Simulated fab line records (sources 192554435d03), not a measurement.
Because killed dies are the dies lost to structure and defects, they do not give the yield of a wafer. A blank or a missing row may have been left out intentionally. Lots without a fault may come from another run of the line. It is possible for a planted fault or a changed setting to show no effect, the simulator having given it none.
fab line records	flow n5Finfet
[record] lots = 24	wafers = 72	lastDay = 18
route steps=1938 shown BEOL_M1@751
lots that met no fault: taken from a fault-free run of the same line
startH: the number of hours between the record's first day and the start of the first shown wafer of the lot	waitH: hours since the lot's step before	" unchanged from the row above	L1.1+2: a single row standing in for several wafers	- no value, or no start given	* or withheld: withheld	< > ~ a bound
route shown NAME@n: names a module that has steps shown in the file, with the first one's number in the route	usual: average and standard deviation across the fault-free wafers	same: alike in all rows	chamber/n: place in a boat	sites: each site's reading	_std_site: standard deviation of those values	_edge_site: mean of outer sites minus mean of inner sites	radiusMm: for every site, how far away it sits from the centre of the wafer	mask NAME#n: copy n	behind: the last tool/chamber to shape the wafer	hold: cause of the lot's hold/its duration in hours/its outcome	device: whichever transistor did not switch (one of n, p or np)	end of line: the same wafers' tests at the end of the route	where a step has no rows: the recipe by itself	killed: at the first sort, the dies lost to defects and structure; wafer yield is something else	map: the dies of a wafer, with x for killed, . for not killed, _ for no die there
set.NAME: the setting the step ran with; set.NAME@STEP: the setting that earlier step ran with	model.NAME: the simulator's own value behind a step, which no gauge read
route steps across a sampled set of lots; one table per step, one row per wafer
services: when a tool's chamber went out of use (startH, in hours from the record's first day, below 0 if earlier), for how many hours, and the reason
[[steps]]
[step N5_BEOL_M1_ILD_DEP_00]
[recipe] material = SiOC	targetThkA = 790	tempC = 350	precursor = DEMS/O2	pressureTorr = 5	rfW = 500	timeS = 15.3
[usual] heaterPowerW = 505/57	showerheadPlenumPTorr = 5.703/0.014	throttleValvePct = 11.5/0.47
lot.wafer	tool	chamber	startH	waitH	heaterPowerW	showerheadPlenumPTorr	sinceWetCleanH	throttleValvePct
L074.3	pecvd-02	2	121.41	0.0	526	5.704	71	11.4
L074.4	"	0	"	"	450	5.705	-	11.7
L074.5	"	2	"	"	520	5.684	-	11.2
L075.2	pecvd-03	1	130.40	0.0	464	5.677	1922	12.7
L075.5	"	0	"	"	440	5.692	-	11.4
L075.6	"	2	"	"	427	5.713	-	11.8
L076.1	pecvd-02	0	143.00	0.0	442	5.679	847	11.6
L076.4	"	1	"	"	453	5.703	-	11.4
L076.6	"	2	"	"	567	5.678	-	11.2
L077.3	pecvd-01	2	155.40	0.0	506	5.732	193	10.7
L077.5	"	2	"	"	512	5.713	-	10.7
L077.6	"	0	"	"	507	5.713	-	11.4
L079.3	pecvd-02	1	156.92	0.0	518	5.685	1586	11.2
L079.4	"	0	"	"	431	5.690	-	11.6
L079.6	"	2	"	"	537	5.706	-	11.3
L080.3	pecvd-01	2	157.65	0.0	512	5.717	196	10.6
L080.4	"	2	"	"	520	5.716	-	10.5
L080.5	"	0	"	"	507	5.719	-	11.4
L078.1	pecvd-03	2	159.04	0.0	450	5.720	471	12.0
L078.2	"	0	"	"	480	5.682	1225	11.4
L078.5	"	0	"	"	487	5.679	-	11.6
L081.1	pecvd-01	1	165.12	0.0	622	5.707	1775	11.6
L081.5	"	2	"	"	508	5.708	-	10.5
L081.6	"	1	"	"	595	5.697	-	11.7
L082.2	pecvd-01	2	168.20	0.0	502	5.700	206	10.5
L082.3	"	0	"	"	542	5.712	80	11.4
L082.6	"	2	"	"	513	5.716	-	10.5
L083.2	pecvd-02	1	176.74	0.0	511	5.696	1606	11.4
L083.5	"	1	"	"	498	5.706	-	10.9
L083.6	"	2	"	"	581	5.700	-	11.4
L084.1	pecvd-01	2	185.22	0.0	519	5.720	223	10.7
L084.3	"	0	"	"	551	5.718	97	11.6
L084.4	"	0	"	"	553	5.719	-	11.3
L085.1	pecvd-01	0	187.21	0.0	552	5.735	99	11.6
L085.4	"	2	"	"	445	5.716	-	10.6
L085.6	"	0	"	"	552	5.720	-	11.3
L086.1	pecvd-01	2	201.78	0.0	522	5.717	240	10.8
L086.3	"	0	"	"	531	5.714	114	11.8
L086.5	"	2	"	"	425	5.726	-	10.4
L087.1	pecvd-01	1	207.18	0.0	542	5.704	1817	11.7
L087.4	"	0	"	"	475	5.714	-	11.4
L087.5	"	1	"	"	534	5.718	-	11.8
L088.1	pecvd-03	2	211.75	0.0	437	5.713	524	12.1
L088.3	"	1	"	"	386	5.683	2003	12.8
L088.4	"	1	"	"	385	5.672	-	12.7
L089.1	pecvd-02	1	215.44	0.0	420	5.691	1644	11.3
L089.4	"	1	"	"	427	5.702	-	11.5
L089.5	"	2	"	"	591	5.687	-	11.8
L090.1	pecvd-02	0	226.93	0.0	488	5.692	931	11.6
L090.2	"	2	"	"	550	5.696	177	11.4
L090.5	"	0	"	"	478	5.681	-	11.7
L092.2	pecvd-02	2	230.62	0.0	545	5.686	180	11.5
L092.3	"	0	"	"	452	5.676	934	11.5
L092.4	"	2	"	"	561	5.697	-	11.5
L091.2	pecvd-02	2	230.80	0.0	588	5.696	181	11.6
L091.3	"	0	"	"	428	5.695	935	11.8
L091.6	"	1	"	"	475	5.695	-	11.3
L093.1	pecvd-02	0	239.57	0.0	434	5.701	943	11.9
L093.3	"	2	"	"	592	5.689	189	11.6
L093.6	"	1	"	"	533	5.704	-	11.3
L094.2	pecvd-02	2	245.22	0.0	598	5.675	195	11.3
L094.3	"	1	"	"	466	5.695	1674	11.5
L094.5	"	2	"	"	597	5.694	-	11.5
L095.1	pecvd-02	1	248.85	0.0	515	5.709	1678	11.3
L095.3	"	0	"	"	447	5.678	953	12.0
L095.4	"	0	"	"	451	5.693	-	11.4
L097.1	pecvd-01	0	256.35	0.0	536	5.712	168	11.7
L097.3	"	1	"	"	584	5.702	1866	11.8
L097.5	"	0	"	"	539	5.718	-	11.6
L096.1	pecvd-01	0	261.51	0.0	501	5.716	174	11.8
L096.3	"	1	"	"	544	5.706	1872	12.0
L096.5	"	2	"	"	515	5.721	-	10.6
[step N5_BEOL_M1_PECVD_72]
[recipe] material = SiO2	targetThkA = 160	tempC = 400	precursor = TEOS/O2	pressureTorr = 5.5	rfW = 450	teosFlowSccm = 53.8	gas = O2	flowSccm = 3000	timeS = 18
[usual] heaterPowerW = 703/79	showerheadPlenumPTorr = 8.82/0.068	throttleValvePct = 22.1/1.2
lot.wafer	tool	chamber	startH	waitH	heaterPowerW	showerheadPlenumPTorr	sinceWetCleanH	throttleValvePct
L074.3	pecvd-03	2	121.51	0.0	620	8.91	434	22.4
L074.4	"	0	"	"	764	8.77	-	21.5
L074.5	"	1	"	"	578	8.73	-	23.6
L075.2	pecvd-02	1	130.51	0.0	682	8.78	1559	21.2
L075.5	"	1	"	"	695	8.79	-	20.9
L075.6	"	2	"	"	754	8.78	-	21.1
L076.1	pecvd-03	1	143.10	0.0	654	8.72	1934	23.9
L076.4	"	2	"	"	665	8.91	-	22.5
L076.6	"	0	"	"	695	8.76	-	21.3
L077.3	pecvd-02	2	155.51	0.0	811	8.78	105	21.5
L077.5	"	2	"	"	834	8.78	-	21.4
L077.6	"	1	"	"	734	8.80	-	21.4
L079.3	pecvd-03	0	157.02	0.0	749	8.76	1223	21.1
L079.4	"	1	"	"	673	8.75	-	23.8
L079.6	"	0	"	"	740	8.77	-	21.4
L080.3	pecvd-03	1	157.75	0.0	622	8.73	1949	23.9
L080.4	"	0	"	"	711	8.77	-	21.1
L080.5	"	1	"	"	620	8.75	-	23.9
L078.1	pecvd-01	1	159.15	0.0	895	8.82	1769	22.3
L078.2	"	2	"	"	736	8.91	197	20.4
L078.5	"	0	"	"	806	8.89	-	21.0
L081.1	pecvd-01	2	165.22	0.0	707	8.91	203	19.8
L081.5	"	2	"	"	703	8.91	-	19.9
L081.6	"	1	"	"	862	8.81	-	22.4
L082.2	pecvd-01	0	168.32	0.0	669	8.89	80	21.6
L082.3	"	1	"	"	853	8.84	1778	22.0
L082.6	"	0	"	"	679	8.91	-	21.1
L083.2	pecvd-01	0	176.85	0.0	704	8.88	89	21.4
L083.5	"	1	"	"	826	8.82	-	22.0
L083.6	"	0	"	"	742	8.87	-	21.3
L084.1	pecvd-03	1	185.33	0.0	673	8.74	1977	23.6
L084.3	"	2	"	"	653	8.87	498	22.5
L084.4	"	1	"	"	687	8.72	-	24.0
L085.1	pecvd-03	2	187.31	0.0	674	8.89	500	22.7
L085.4	"	1	"	"	554	8.72	-	23.7
L085.6	"	2	"	"	671	8.89	-	22.7
L086.1	pecvd-03	1	201.89	0.0	647	8.76	1993	23.7
L086.3	"	2	"	"	650	8.87	514	22.7
L086.5	"	2	"	"	655	8.88	-	22.8
L087.1	pecvd-01	1	207.29	0.0	905	8.80	1817	22.2
L087.4	"	1	"	"	888	8.83	-	22.1
L087.5	"	0	"	"	706	8.86	-	21.7
L088.1	pecvd-02	1	211.86	0.0	763	8.79	1641	21.2
L088.3	"	2	"	"	741	8.81	162	21.5
L088.4	"	1	"	"	766	8.82	-	21.2
L089.1	pecvd-03	2	215.54	0.0	644	8.90	528	22.7
L089.4	"	0	"	"	669	8.79	-	21.4
L089.5	"	1	"	"	617	8.71	-	23.9
L090.1	pecvd-01	2	227.03	0.0	718	8.93	265	20.2
L090.2	"	1	"	"	731	8.82	1837	22.2
L090.5	"	2	"	"	728	8.96	-	20.1
L092.2	pecvd-03	2	230.72	0.0	659	8.89	543	22.8
L092.3	"	2	"	"	662	8.91	-	22.6
L092.4	"	1	"	"	682	8.74	-	23.9
L091.2	pecvd-01	2	230.91	0.0	662	8.93	269	20.3
L091.3	"	1	"	"	897	8.82	1841	22.1
L091.6	"	2	"	"	683	8.93	-	19.8
L093.1	pecvd-03	2	239.67	0.0	671	8.90	552	22.9
L093.3	"	2	"	"	671	8.87	-	22.8
L093.6	"	2	"	"	679	8.88	-	22.8
L094.2	pecvd-03	1	245.32	0.0	649	8.73	2037	23.7
L094.3	"	1	"	"	641	8.71	-	23.7
L094.5	"	1	"	"	673	8.75	-	24.1
L095.1	pecvd-01	1	248.95	0.0	842	8.84	1859	22.2
L095.3	"	0	"	"	732	8.87	161	21.5
L095.4	"	1	"	"	859	8.82	-	22.2
L097.1	pecvd-03	1	256.46	0.0	590	8.75	2048	23.8
L097.3	"	2	"	"	608	8.91	569	22.7
L097.5	"	2	"	"	640	8.91	-	23.0
L096.1	pecvd-02	0	261.61	0.0	715	8.78	965	22.0
L096.3	"	1	"	"	706	8.79	1690	21.2
L096.5	"	2	"	"	843	8.80	-	21.4
[step N5_BEOL_M1_ETCH_64]
[recipe] chemistry = N2/H2	target = SOC	targetDepthA = 750	overetchA = 150	maskMaterial = SiARC	tempC = 40	timeS = 112.5	ionEnergyEv = 200	pressureMtorr = 30	sourceW = 840	biasW = 150	n2FlowSccm = 200	h2FlowSccm = 200
[usual] drypumpMotorCurrentA = 5.9/0.39	oesProductAu = 0.60/0.045	rfVppV = 524.3/2.6	showerheadPlenumPTorr = 2.56/0.094	throttleValvePct = 17.82/0.22
lot.wafer	tool	chamber	startH	waitH	drypumpMotorCurrentA	oesProductAu	rfHoursCounterH	rfVppV	showerheadPlenumPTorr	throttleValvePct
L074.3	rieDiel-01	1	123.46	0.0	6.3	0.63	134	526.2	2.65	17.31
L074.4	"	2	"	"	6.4	0.59	157	520.4	2.44	17.64
L074.5	"	3	"	"	5.7	0.59	-	527.2	2.64	17.81
L075.2	rieDiel-01	0	131.16	0.0	5.5	0.66	56	527.0	2.70	17.81
L075.5	"	0	"	"	5.5	0.67	-	528.0	2.70	17.80
L075.6	"	3	"	"	5.7	0.58	-	526.9	2.64	17.82
L076.1	rieDiel-06	3	145.64	0.0	6.3	0.64	77	524.3	2.59	17.94
L076.4	"	0	"	"	4.9	0.56	238	520.7	2.38	18.26
L076.6	"	2	"	"	6.4	0.58	-	524.0	2.51	17.67
L077.3	rieDiel-06	0	157.42	0.0	4.9	0.56	242	522.2	2.38	18.25
L077.5	"	3	"	"	6.3	0.64	-	523.7	2.59	17.95
L077.6	"	2	"	"	6.3	0.57	-	522.4	2.51	17.68
L079.3	rieDiel-01	1	158.28	0.0	6.3	0.62	147	525.9	2.65	17.31
L079.4	"	2	"	"	6.4	0.58	169	519.7	2.44	17.66
L079.6	"	1	"	"	6.3	0.62	-	528.6	2.65	17.31
L080.3	rieDiel-05	1	158.40	0.0	6.1	0.56	211	520.2	2.42	17.49
L080.4	"	1	"	"	6.1	0.56	-	519.2	2.42	17.49
L080.5	"	3	"	"	5.8	0.58	-	527.2	2.64	17.99
L078.1	rieDiel-06	0	160.70	0.0	4.9	0.56	243	520.4	2.38	18.26
L078.2	"	2	"	"	6.3	0.58	194	522.0	2.51	17.67
L078.5	"	1	"	"	5.9	0.69	-	525.6	2.60	17.73
L081.1	rieDiel-05	3	166.94	0.0	5.8	0.58	183	526.4	2.64	17.98
L081.5	"	0	"	"	5.5	0.60	-	522.4	2.44	18.04
L081.6	"	1	"	"	6.1	0.56	-	520.8	2.42	17.49
L082.2	rieDiel-06	0	172.88	0.0	5.0	0.56	247	520.2	2.38	18.27
L082.3	"	2	"	"	6.4	0.57	197	523.1	2.51	17.68
L082.6	"	3	"	"	6.3	0.63	-	523.2	2.58	17.96
L083.2	rieDiel-05	2	178.36	0.0	5.6	0.54	237	525.7	2.61	18.03
L083.5	"	2	"	"	5.6	0.54	-	527.3	2.61	18.01
L083.6	"	3	"	"	5.8	0.57	-	525.0	2.64	18.00
L084.1	rieDiel-06	2	187.09	0.0	6.4	0.57	202	523.8	2.50	17.68
L084.3	"	0	"	"	4.9	0.55	251	519.6	2.38	18.29
L084.4	"	3	"	"	6.3	0.63	89	526.0	2.58	17.98
L085.1	rieDiel-05	3	190.74	0.0	5.8	0.58	188	526.2	2.64	18.00
L085.4	"	2	"	"	5.6	0.53	240	525.6	2.60	18.02
L085.6	"	2	"	"	5.6	0.54	-	525.4	2.60	18.01
L086.1	rieDiel-01	2	205.44	0.0	6.4	0.58	181	520.0	2.43	17.66
L086.3	"	1	"	"	6.3	0.61	160	527.7	2.64	17.34
L086.5	"	3	"	"	5.7	0.58	-	524.9	2.63	17.86
L087.1	rieDiel-06	3	209.79	0.0	6.3	0.63	93	525.4	2.58	17.96
L087.4	"	3	"	"	6.3	0.62	-	525.0	2.58	17.97
L087.5	"	3	"	"	6.3	0.63	-	524.5	2.58	17.96
L088.1	rieDiel-06	1	214.36	0.0	5.9	0.66	54	525.2	2.59	17.77
L088.3	"	3	"	"	6.3	0.63	-	523.9	2.58	17.97
L088.4	"	1	"	"	5.9	0.66	-	526.2	2.59	17.76
L089.1	rieDiel-05	2	216.48	0.0	5.6	0.54	249	526.7	2.60	18.03
L089.4	"	3	"	"	5.8	0.56	197	526.0	2.64	18.03
L089.5	"	1	"	"	6.1	0.55	-	519.5	2.41	17.52
L090.1	rieDiel-06	2	228.07	0.0	6.3	0.57	207	524.8	2.50	17.71
L090.2	"	1	"	"	5.8	0.66	61	524.4	2.59	17.78
L090.5	"	3	"	"	6.3	0.62	-	524.5	2.58	17.99
L092.2	rieDiel-01	3	235.26	0.0	5.7	0.56	213	526.1	2.62	17.87
L092.3	"	2	"	"	6.4	0.58	189	520.3	2.43	17.68
L092.4	"	0	"	"	5.5	0.64	88	527.8	2.68	17.87
L091.2	rieDiel-05	3	235.49	0.0	5.8	0.56	204	527.1	2.63	18.03
L091.3	"	1	"	"	6.1	0.55	236	519.5	2.41	17.52
L091.6	"	1	"	"	6.1	0.55	-	519.5	2.41	17.53
L093.1	rieDiel-06	2	241.20	0.0	6.3	0.56	212	522.8	2.50	17.70
L093.3	"	3	"	"	6.3	0.62	107	524.3	2.58	17.99
L093.6	"	3	"	"	6.3	0.62	-	524.6	2.58	17.99
L094.2	rieDiel-01	0	246.87	0.0	5.4	0.64	91	527.2	2.68	17.85
L094.3	"	2	"	"	6.4	0.57	192	520.4	2.43	17.69
L094.5	"	0	"	"	5.5	0.64	-	527.7	2.68	17.86
L095.1	rieDiel-05	1	253.47	0.0	6.1	0.55	243	520.2	2.40	17.53
L095.3	"	3	"	"	5.7	0.56	210	525.9	2.63	18.04
L095.4	"	0	"	"	5.5	0.58	159	519.3	2.43	18.10
L097.1	rieDiel-01	0	257.83	0.0	5.5	0.63	95	528.1	2.68	17.89
L097.3	"	2	"	"	6.4	0.57	197	520.4	2.43	17.70
L097.5	"	0	"	"	5.5	0.64	-	527.6	2.68	17.88
L096.1	rieDiel-06	2	263.22	0.0	6.3	0.56	219	522.9	2.50	17.71
L096.3	"	0	"	"	4.9	0.75	5	528.1	2.69	17.83
L096.5	"	2	"	"	6.3	0.56	-	523.8	2.50	17.73
[step N5_BEOL_M1_OCD_MEAS_38]
[usual] trenchDepthNm = 54.7/1.2
lot.wafer	tool	chamber	startH	waitH	trenchDepthNm
L074.3	ocd-02	-	129.47	-	54.7
L074.4	"	-	"	"	55.4
L074.5	"	-	"	"	55.8
L075.2	ocd-02	-	134.66	-	52.5
L075.5	"	-	"	"	52.7
L075.6	"	-	"	"	55.7
L076.1	ocd-01	-	147.25	-	54.1
L076.4	"	-	"	"	54.7
L076.6	"	-	"	"	53.2
L079.3	ocd-02	-	159.95	-	57.5
L079.4	"	-	"	"	54.7
L079.6	"	-	"	"	55.5
L077.3	ocd-01	-	160.03	-	54.3
L077.5	"	-	"	"	55.4
L077.6	"	-	"	"	52.4
L080.3	ocd-02	-	160.44	-	51.8
L080.4	"	-	"	"	54.6
L080.5	"	-	"	"	54.8
L078.1	ocd-01	-	163.22	-	55.2
L078.2	"	-	"	"	53.6
L078.5	"	-	"	"	54.3
L081.1	ocd-02	-	171.95	-	55.3
L081.5	"	-	"	"	53.7
L081.6	"	-	"	"	55.2
L082.2	ocd-01	-	177.53	-	54.5
L082.3	"	-	"	"	54.7
L082.6	"	-	"	"	55.3
L083.2	ocd-01	-	181.47	-	55.2
L083.5	"	-	"	"	54.8
L083.6	"	-	"	"	56.8
L084.1	ocd-01	-	189.98	-	56.0
L084.3	"	-	"	"	52.9
L084.4	"	-	"	"	55.7
L085.1	ocd-02	-	193.11	-	54.5
L085.4	"	-	"	"	51.3
L085.6	"	-	"	"	54.9
L086.1	ocd-02	-	209.40	-	54.9
L086.3	"	-	"	"	54.0
L086.5	"	-	"	"	53.9
L087.1	ocd-02	-	221.49	-	54.1
L087.4	"	-	"	"	56.4
L087.5	"	-	"	"	54.5
L088.1	ocd-01	-	226.67	-	55.5
L088.3	"	-	"	"	53.8
L088.4	"	-	"	"	53.4
L089.1	ocd-02	-	226.86	-	53.7
L089.4	"	-	"	"	54.6
L089.5	"	-	"	"	54.1
L090.1	ocd-01	-	229.81	-	55.0
L090.2	"	-	"	"	55.4
L090.5	"	-	"	"	54.5
L092.2	ocd-02	-	236.86	-	54.5
L092.3	"	-	"	"	54.3
L092.4	"	-	"	"	57.1
L091.2	ocd-02	-	238.49	-	53.7
L091.3	"	-	"	"	55.4
L091.6	"	-	"	"	56.2
L093.1	ocd-02	-	243.42	-	56.1
L093.3	"	-	"	"	55.8
L093.6	"	-	"	"	56.8
L094.2	ocd-01	-	254.01	-	54.6
L094.3	"	-	"	"	55.6
L094.5	"	-	"	"	53.6
L095.1	ocd-01	-	256.99	-	56.3
L095.3	"	-	"	"	55.8
L095.4	"	-	"	"	55.3
L097.1	ocd-01	-	262.65	-	54.4
L097.3	"	-	"	"	54.1
L097.5	"	-	"	"	55.3
L096.1	ocd-01	-	265.88	-	54.3
L096.3	"	-	"	"	56.2
L096.5	"	-	"	"	53.4
[step N5_BEOL_M1_PRE_CLEAN_45]
[recipe] gas = H2/He	timeS = 30	tempC = 250
[usual] heaterPowerW = 332/23
lot.wafer	tool	chamber	startH	waitH	heaterPowerW
L074.3	pvdSputter-02	-	129.85	0.0	338
L074.4	"	-	"	"	302
L074.5	"	-	"	"	308
L075.2	pvdSputter-03	-	135.25	0.0	360
L075.5	"	-	"	"	356
L075.6	"	-	"	"	319
L076.1	pvdSputter-03	-	147.49	0.0	349
L076.4	"	-	"	"	322
L076.6	"	-	"	"	317
L079.3	pvdSputter-03	-	160.50	0.0	344
L079.4	"	-	"	"	328
L079.6	"	-	"	"	357
L077.3	pvdSputter-03	-	160.58	0.0	353
L077.5	"	-	"	"	356
L077.6	"	-	"	"	326
L080.3	pvdSputter-03	-	160.82	0.0	314
L080.4	"	-	"	"	358
L080.5	"	-	"	"	351
L078.1	pvdSputter-03	-	163.74	0.0	361
L078.2	"	-	"	"	330
L078.5	"	-	"	"	348
L081.1	pvdSputter-01	-	172.93	0.0	346
L081.5	"	-	"	"	275
L081.6	"	-	"	"	337
L082.2	pvdSputter-03	-	178.09	0.0	351
L082.3	"	-	"	"	330
L082.6	"	-	"	"	325
L083.2	pvdSputter-03	-	182.23	0.0	315
L083.5	"	-	"	"	357
L083.6	"	-	"	"	319
L084.1	pvdSputter-02	-	190.47	0.0	352
L084.3	"	-	"	"	306
L084.4	"	-	"	"	338
L085.1	pvdSputter-02	-	193.35	0.0	347
L085.4	"	-	"	"	333
L085.6	"	-	"	"	344
L086.1	pvdSputter-02	-	209.78	0.0	347
L086.3	"	-	"	"	341
L086.5	"	-	"	"	306
L087.1	pvdSputter-03	-	221.85	0.0	351
L087.4	"	-	"	"	320
L087.5	"	-	"	"	333
L088.1	pvdSputter-01	-	227.20	0.0	331
L088.3	"	-	"	"	294
L088.4	"	-	"	"	367
L089.1	pvdSputter-02	-	227.34	0.0	343
L089.4	"	-	"	"	310
L089.5	"	-	"	"	343
L090.1	pvdSputter-02	-	230.22	0.0	342
L090.2	"	-	"	"	334
L090.5	"	-	"	"	301
L092.2	pvdSputter-02	-	237.13	0.0	351
L092.3	"	-	"	"	301
L092.4	"	-	"	"	344
L091.2	pvdSputter-01	-	239.50	0.0	370
L091.3	"	-	"	"	287
L091.6	"	-	"	"	290
L093.1	pvdSputter-02	-	244.43	0.0	324
L093.3	"	-	"	"	305
L093.6	"	-	"	"	302
L094.2	pvdSputter-03	-	254.26	0.0	320
L094.3	"	-	"	"	321
L094.5	"	-	"	"	354
L095.1	pvdSputter-01	-	257.42	0.0	372
L095.3	"	-	"	"	283
L095.4	"	-	"	"	292
L097.1	pvdSputter-02	-	262.99	0.0	304
L097.3	"	-	"	"	344
L097.5	"	-	"	"	340
L096.1	pvdSputter-01	-	266.28	0.0	291
L096.3	"	-	"	"	364
L096.5	"	-	"	"	292
[step N5_BEOL_M1_ANNEAL_95]
[recipe] tempC = 400	timeS = 240	ambient = vacuum
[usual] heaterPowerW = 824/62
lot.wafer	tool	chamber	startH	waitH	heaterPowerW
L074.3	pvdSputter-03	-	132.14	0.0	887
L074.4	"	-	"	"	906
L074.5	"	-	"	"	784
L075.2	pvdSputter-03	-	137.75	0.0	844
L075.5	"	-	"	"	817
L075.6	"	-	"	"	762
L076.1	pvdSputter-03	-	149.88	0.0	903
L076.4	"	-	"	"	803
L076.6	"	-	"	"	892
L079.3	pvdSputter-03	-	162.72	0.0	879
L079.4	"	-	"	"	795
L079.6	"	-	"	"	806
L077.3	pvdSputter-01	-	162.89	0.0	890
L077.5	"	-	"	"	875
L077.6	"	-	"	"	703
L080.3	pvdSputter-02	-	163.57	0.0	849
L080.4	"	-	"	"	763
L080.5	"	-	"	"	769
L078.1	pvdSputter-03	-	165.89	0.0	783
L078.2	"	-	"	"	881
L078.5	"	-	"	"	879
L081.1	pvdSputter-01	-	175.33	0.0	906
L081.5	"	-	"	"	920
L081.6	"	-	"	"	727
L082.2	pvdSputter-01	-	180.34	0.0	853
L082.3	"	-	"	"	897
L082.6	"	-	"	"	722
L083.2	pvdSputter-03	-	184.51	0.0	846
L083.5	"	-	"	"	783
L083.6	"	-	"	"	822
L084.1	pvdSputter-01	-	192.64	0.0	724
L084.3	"	-	"	"	860
L084.4	"	-	"	"	916
L085.1	pvdSputter-02	-	195.63	0.0	869
L085.4	"	-	"	"	835
L085.6	"	-	"	"	836
L086.1	pvdSputter-02	-	212.42	0.0	772
L086.3	"	-	"	"	839
L086.5	"	-	"	"	747
L087.1	pvdSputter-02	-	224.26	0.0	827
L087.4	"	-	"	"	878
L087.5	"	-	"	"	829
L088.1	pvdSputter-03	-	229.50	0.0	885
L088.3	"	-	"	"	810
L088.4	"	-	"	"	880
L089.1	pvdSputter-01	-	230.06	0.0	915
L089.4	"	-	"	"	840
L089.5	"	-	"	"	866
L090.1	pvdSputter-02	-	234.22	0.0	855
L090.2	"	-	"	"	854
L090.5	"	-	"	"	849
L092.2	pvdSputter-03	-	239.74	0.0	867
L092.3	"	-	"	"	816
L092.4	"	-	"	"	855
L091.2	pvdSputter-01	-	241.82	0.0	693
L091.3	"	-	"	"	877
L091.6	"	-	"	"	719
L093.1	pvdSputter-02	-	246.81	0.0	862
L093.3	"	-	"	"	844
L093.6	"	-	"	"	769
L094.2	pvdSputter-01	-	256.86	0.0	913
L094.3	"	-	"	"	700
L094.5	"	-	"	"	920
L095.1	pvdSputter-03	-	259.59	0.0	821
L095.3	"	-	"	"	775
L095.4	"	-	"	"	874
L097.1	pvdSputter-01	-	266.02	0.0	702
L097.3	"	-	"	"	859
L097.5	"	-	"	"	733
L096.1	pvdSputter-03	-	268.78	0.0	788
L096.3	"	-	"	"	869
L096.5	"	-	"	"	819
[[services]]
tool	chamber	startH	hours	kind
pecvd-03	-	112.02	2.0	repair
pecvd-02	1	113.56	5.0	scheduledDown
rieDiel-06	2	124.88	3.2	repair
pvdSputter-01	-	137.17	2.2	repair
pecvd-01	-	139.51	14.6	pm
rieDiel-05	0	157.45	2.8	repair
pecvd-02	0	181.80	2.1	scheduledDown
pecvd-03	0	186.08	5.0	scheduledDown
pecvd-02	1	197.56	2.1	scheduledDown
rieDiel-06	2	201.30	23.7	repair
rieDiel-06	3	202.27	7.3	repair
rieDiel-01	-	211.73	3.2	repair
rieDiel-06	0	226.90	-	clean
rieDiel-06	0	226.90	-	consumableReplace:focusRing
rieDiel-06	0	226.90	-	consumableReplace:showerhead
rieDiel-06	0	226.90	20.7	scheduledDown
rieDiel-06	0	226.90	20.7	ventCycle
pecvd-03	0	227.38	25.5	repair
pvdSputter-01	-	231.67	2.2	repair
pvdSputter-01	-	236.50	2.7	repair
pecvd-01	0	239.72	2.1	scheduledDown
rieDiel-01	-	243.61	0.2	repair
pecvd-01	-	262.81	2.8	pm
pecvd-02	-	265.94	6.0	pm
[[key]]
fault none
